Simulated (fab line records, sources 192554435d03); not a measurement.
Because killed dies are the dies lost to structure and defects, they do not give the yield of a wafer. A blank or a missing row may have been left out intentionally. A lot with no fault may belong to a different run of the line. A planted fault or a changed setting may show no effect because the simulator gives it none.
Which tool was responsible? ; flow n5_finfet ; 72 wafers from 24 lots sampled at 6 of the route's 1938 steps

== WHAT THE GAUGES SHOWED, per wafer ==
Not one reading of a measure or inspect step in the record can be checked against a usual standard deviation.

== EACH LOT AND THE TOOL THAT RAN IT (in order: tool; ch and the chambers of the sampled wafers; start) ==
lot;N5_BEOL_M0_ANNEAL_135;N5_BEOL_M1_DEGAS_44;N5_BEOL_M1_ALD_84;N5_BEOL_M1_SURFACE_TREAT_85;N5_BEOL_M1_ANNEAL_82;N5_BEOL_M2_HM_DEP_02
L074;pvd_sputter-02, day 6 00:50;pvd_sputter-01, day 6 10:21;ald_metal-04 ch 0,1,3, day 6 10:27;pvd_sputter-03, day 6 10:52;pvd_sputter-02, day 6 11:44;pvd_sputter-01, day 6 16:09
L075;pvd_sputter-03, day 6 06:34;pvd_sputter-02, day 6 13:33;ald_metal-01 ch 2,3, day 6 13:41;pvd_sputter-02, day 6 14:01;pvd_sputter-03, day 6 14:54;pvd_sputter-03, day 6 19:54
L076;pvd_sputter-01, day 6 13:13;pvd_sputter-03, day 7 02:38;ald_metal-03 ch 1,3, day 7 02:45;pvd_sputter-03, day 7 03:08;pvd_sputter-03, day 7 04:05;pvd_sputter-01, day 7 08:01
L077;pvd_sputter-01, day 6 16:52;pvd_sputter-01, day 7 12:21;ald_metal-04 ch 2,3, day 7 12:41;pvd_sputter-02, day 7 12:55;pvd_sputter-02, day 7 13:53;pvd_sputter-01, day 7 16:51
L078;pvd_sputter-03, day 6 21:56;pvd_sputter-02, day 7 12:26;ald_metal-03 ch 1,2, day 7 12:46;pvd_sputter-02, day 7 13:17;pvd_sputter-03, day 7 15:34;pvd_sputter-02, day 7 19:52
L079;pvd_sputter-01, day 7 09:27;pvd_sputter-03, day 7 17:13;ald_metal-01 ch 0,1,2, day 7 17:28;pvd_sputter-02, day 7 17:42;pvd_sputter-03, day 7 18:43;pvd_sputter-03, day 7 22:58
L080;pvd_sputter-02, day 7 11:42;pvd_sputter-02, day 7 23:34;ald_metal-04 ch 1,2,3, day 7 23:43;pvd_sputter-03, day 8 00:11;pvd_sputter-02, day 8 00:59;pvd_sputter-02, day 8 03:43
L081;pvd_sputter-02, day 7 16:10;pvd_sputter-02, day 8 00:19;ald_metal-04 ch 2,3, day 8 00:26;pvd_sputter-03, day 8 02:22;pvd_sputter-03, day 8 03:08;pvd_sputter-01, day 8 09:07
L083;pvd_sputter-01, day 8 04:24;pvd_sputter-03, day 8 13:14;ald_metal-01 ch 0,2, day 8 13:20;pvd_sputter-01, day 8 13:43;pvd_sputter-02, day 8 15:28;pvd_sputter-03, day 8 19:38
L082;pvd_sputter-02, day 8 04:31;pvd_sputter-01, day 8 13:14;ald_metal-04 ch 1,2,3, day 8 13:20;pvd_sputter-03, day 8 13:41;pvd_sputter-03, day 8 14:28;pvd_sputter-02, day 8 17:23
L084;pvd_sputter-01, day 8 19:19;pvd_sputter-03, day 10 00:13;ald_metal-01 ch 0,1, day 10 00:19;pvd_sputter-03, day 10 00:38;pvd_sputter-02, day 10 01:23;pvd_sputter-03, day 10 03:56
L085;pvd_sputter-02, day 8 23:54;pvd_sputter-02, day 10 03:42;ald_metal-01 ch 0,3, day 10 03:48;pvd_sputter-03, day 10 04:02;pvd_sputter-02, day 10 04:52;pvd_sputter-02, day 10 07:25
L086;pvd_sputter-01, day 9 01:37;pvd_sputter-03, day 10 14:01;ald_metal-01 ch 1,3, day 10 14:07;pvd_sputter-03, day 10 14:22;pvd_sputter-02, day 10 15:08;pvd_sputter-02, day 10 18:20
L087;pvd_sputter-03, day 9 11:49;pvd_sputter-03, day 10 20:34;ald_metal-04 ch 1,2,3, day 10 20:40;pvd_sputter-03, day 10 21:05;pvd_sputter-02, day 10 21:50;pvd_sputter-02, day 11 00:40
L088;pvd_sputter-03, day 9 23:37;pvd_sputter-02, day 11 00:23;ald_metal-01 ch 0,1, day 11 00:29;pvd_sputter-03, day 11 00:55;pvd_sputter-01, day 11 01:46;pvd_sputter-01, day 11 05:25
L089;pvd_sputter-02, day 10 00:37;pvd_sputter-01, day 11 00:33;ald_metal-03 ch 1,2, day 11 00:41;pvd_sputter-03, day 11 00:58;pvd_sputter-03, day 11 03:29;pvd_sputter-01, day 11 06:23
L090;pvd_sputter-02, day 10 03:35;pvd_sputter-01, day 11 05:40;ald_metal-03 ch 1,2, day 11 05:47;pvd_sputter-01, day 11 06:14;pvd_sputter-03, day 11 06:58;pvd_sputter-03, day 11 09:46
L092;pvd_sputter-02, day 10 08:45;pvd_sputter-03, day 11 09:27;ald_metal-01 ch 1,3, day 11 09:35;pvd_sputter-03, day 11 09:55;pvd_sputter-02, day 11 11:53;pvd_sputter-01, day 11 16:34
L091;pvd_sputter-02, day 10 17:00;pvd_sputter-01, day 11 17:11;ald_metal-03 ch 0,2, day 11 17:18;pvd_sputter-01, day 11 17:35;pvd_sputter-01, day 11 18:28;pvd_sputter-02, day 11 21:29
L093;pvd_sputter-02, day 10 19:44;pvd_sputter-02, day 11 21:59;ald_metal-03 ch 0,1, day 11 22:07;pvd_sputter-03, day 11 22:22;pvd_sputter-02, day 11 23:06;pvd_sputter-03, day 12 03:28
L094;pvd_sputter-02, day 10 21:07;pvd_sputter-02, day 12 00:37;ald_metal-01 ch 1,2,3, day 12 00:43;pvd_sputter-03, day 12 01:04;pvd_sputter-02, day 12 01:49;pvd_sputter-03, day 12 04:47
L095;pvd_sputter-02, day 11 01:05;pvd_sputter-01, day 11 17:20;ald_metal-01 ch 0,3, day 11 17:40;pvd_sputter-03, day 11 18:37;pvd_sputter-01, day 12 07:12;pvd_sputter-03, day 12 10:07
L096;pvd_sputter-03, day 11 08:50;pvd_sputter-03, day 12 00:50;ald_metal-01 ch 0,1,3, day 12 00:56;pvd_sputter-02, day 12 01:10;pvd_sputter-02, day 12 03:41;pvd_sputter-02, day 12 06:13
L097;pvd_sputter-03, day 12 00:32;pvd_sputter-03, day 12 09:09;ald_metal-01 ch 0,1,2, day 12 09:15;pvd_sputter-02, day 12 09:32;pvd_sputter-02, day 12 10:23;pvd_sputter-01, day 12 12:53
- N5_BEOL_M0_ANNEAL_135: time 60 s.
- N5_BEOL_M1_DEGAS_44: time 60 s.
- N5_BEOL_M1_ALD_84: deposits TaN, pulse time 2 s, purge time 3 s, co reactant purge time 2 s.
- N5_BEOL_M1_SURFACE_TREAT_85
- N5_BEOL_M1_ANNEAL_82: time 240 s.
- N5_BEOL_M2_HM_DEP_02: deposits TiN, target thk 20 nm.

== AS READ BY THE TOOLS THEMSELVES (means over the sampled wafers that have a number; for cases with no such wafer, the mark the record gives instead) ==
N5_BEOL_M0_ANNEAL_135.
lot;tool;heater_power_w (W)
L074;pvd_sputter-02;839
L075;pvd_sputter-03;850
L076;pvd_sputter-01;846
L077;pvd_sputter-01;804
L078;pvd_sputter-03;881
L079;pvd_sputter-01;851
L080;pvd_sputter-02;859
L081;pvd_sputter-02;861
L083;pvd_sputter-01;808
L082;pvd_sputter-02;853
L084;pvd_sputter-01;790
L085;pvd_sputter-02;890
L086;pvd_sputter-01;833
L087;pvd_sputter-03;799
L088;pvd_sputter-03;943
L089;pvd_sputter-02;852
L090;pvd_sputter-02;856
L092;pvd_sputter-02;820
L091;pvd_sputter-02;919
L093;pvd_sputter-02;864
L094;pvd_sputter-02;900
L095;pvd_sputter-02;876
L096;pvd_sputter-03;785
L097;pvd_sputter-03;856

N5_BEOL_M1_DEGAS_44.
lot;tool;heater_power_w (W)
L074;pvd_sputter-01;302
L075;pvd_sputter-02;349
L076;pvd_sputter-03;325
L077;pvd_sputter-01;336
L078;pvd_sputter-02;342
L079;pvd_sputter-03;342
L080;pvd_sputter-02;353
L081;pvd_sputter-02;355
L083;pvd_sputter-03;316
L082;pvd_sputter-01;310
L084;pvd_sputter-03;326
L085;pvd_sputter-02;369
L086;pvd_sputter-03;345
L087;pvd_sputter-03;348
L088;pvd_sputter-02;352
L089;pvd_sputter-01;328
L090;pvd_sputter-01;320
L092;pvd_sputter-03;354
L091;pvd_sputter-01;328
L093;pvd_sputter-02;352
L094;pvd_sputter-02;348
L095;pvd_sputter-01;330
L096;pvd_sputter-03;349
L097;pvd_sputter-03;344

N5_BEOL_M1_ALD_84.
lot;tool;heater_power_w (W);precursor_vessel_pressure_torr (Torr)
L074;ald_metal-04;439;26.26
L075;ald_metal-01;425;26.22
L076;ald_metal-03;368;26.21
L077;ald_metal-04;391;26.21
L078;ald_metal-03;437;26.22
L079;ald_metal-01;381;26.26
L080;ald_metal-04;422;26.27
L081;ald_metal-04;398;26.24
L083;ald_metal-01;383;26.24
L082;ald_metal-04;419;26.23
L084;ald_metal-01;359;26.22
L085;ald_metal-01;378;26.23
L086;ald_metal-01;400;26.20
L087;ald_metal-04;416;26.23
L088;ald_metal-01;358;26.24
L089;ald_metal-03;436;26.27
L090;ald_metal-03;469;26.23
L092;ald_metal-01;401;26.28
L091;ald_metal-03;410;26.30
L093;ald_metal-03;397;26.26
L094;ald_metal-01;409;26.25
L095;ald_metal-01;404;26.24
L096;ald_metal-01;379;26.25
L097;ald_metal-01;390;26.26

N5_BEOL_M1_ANNEAL_82.
lot;tool;heater_power_w (W)
L074;pvd_sputter-02;844
L075;pvd_sputter-03;874
L076;pvd_sputter-03;863
L077;pvd_sputter-02;864
L078;pvd_sputter-03;845
L079;pvd_sputter-03;862
L080;pvd_sputter-02;859
L081;pvd_sputter-03;815
L083;pvd_sputter-02;841
L082;pvd_sputter-03;774
L084;pvd_sputter-02;844
L085;pvd_sputter-02;844
L086;pvd_sputter-02;846
L087;pvd_sputter-02;802
L088;pvd_sputter-01;832
L089;pvd_sputter-03;785
L090;pvd_sputter-03;882
L092;pvd_sputter-02;923
L091;pvd_sputter-01;745
L093;pvd_sputter-02;856
L094;pvd_sputter-02;900
L095;pvd_sputter-01;851
L096;pvd_sputter-02;877
L097;pvd_sputter-02;858

N5_BEOL_M2_HM_DEP_02.
lot;tool;chamber_pressure_pa (Pa);substrate_temp_c (C);throttle_valve_pct (%)
L074;pvd_sputter-01;0.5011;24.89;29.4
L075;pvd_sputter-03;0.4996;25.00;29.8
L076;pvd_sputter-01;0.4995;24.98;29.5
L077;pvd_sputter-01;0.5000;24.95;30.4
L078;pvd_sputter-02;0.4989;25.04;29.5
L079;pvd_sputter-03;0.5005;24.95;29.9
L080;pvd_sputter-02;0.4991;24.98;29.7
L081;pvd_sputter-01;0.5001;25.01;29.8
L083;pvd_sputter-03;0.5011;24.96;29.1
L082;pvd_sputter-02;0.5004;24.89;29.2
L084;pvd_sputter-03;0.5003;24.91;30.0
L085;pvd_sputter-02;0.5006;25.16;29.8
L086;pvd_sputter-02;0.4996;24.95;29.7
L087;pvd_sputter-02;0.5005;24.92;29.6
L088;pvd_sputter-01;0.5007;25.02;29.7
L089;pvd_sputter-01;0.5002;25.01;29.7
L090;pvd_sputter-03;0.4988;25.01;30.1
L092;pvd_sputter-01;0.5006;24.98;30.3
L091;pvd_sputter-02;0.5006;25.05;29.9
L093;pvd_sputter-03;0.4993;25.04;29.6
L094;pvd_sputter-03;0.4994;24.95;29.8
L095;pvd_sputter-03;0.5004;25.01;29.6
L096;pvd_sputter-02;0.5011;24.94;29.7
L097;pvd_sputter-01;0.4996;25.00;30.5

== THE ANSWER, worked out from the rows above alone ==
Rule: the lots themselves supply what counts as usual. Put in order of their means at a reading, lots are off if they are a third of the lots or fewer, leave a main group of 4 or more, and stand apart from it by a gap of 3 or more times the standard deviation of the main group's means; of several such gaps the widest counts. A main group is skipped when, at the precision printed for the reading in the tables above, its means are all equal. Also off: a lot with no number at a reading for which 4 or more lots have one. Any other lot the step has rows for is counted as sound. The gauges are gone through in route order, then the tools' own readings, and for those a lot's mean is taken as printed above. The first step at which some lot is off is used, and at that step the reading that is off furthest; a lot without a number counts as furthest.
Nothing can be told from this: no lot is off at any reading shown.

== WHAT THE SIMULATOR HAD INSERTED ==
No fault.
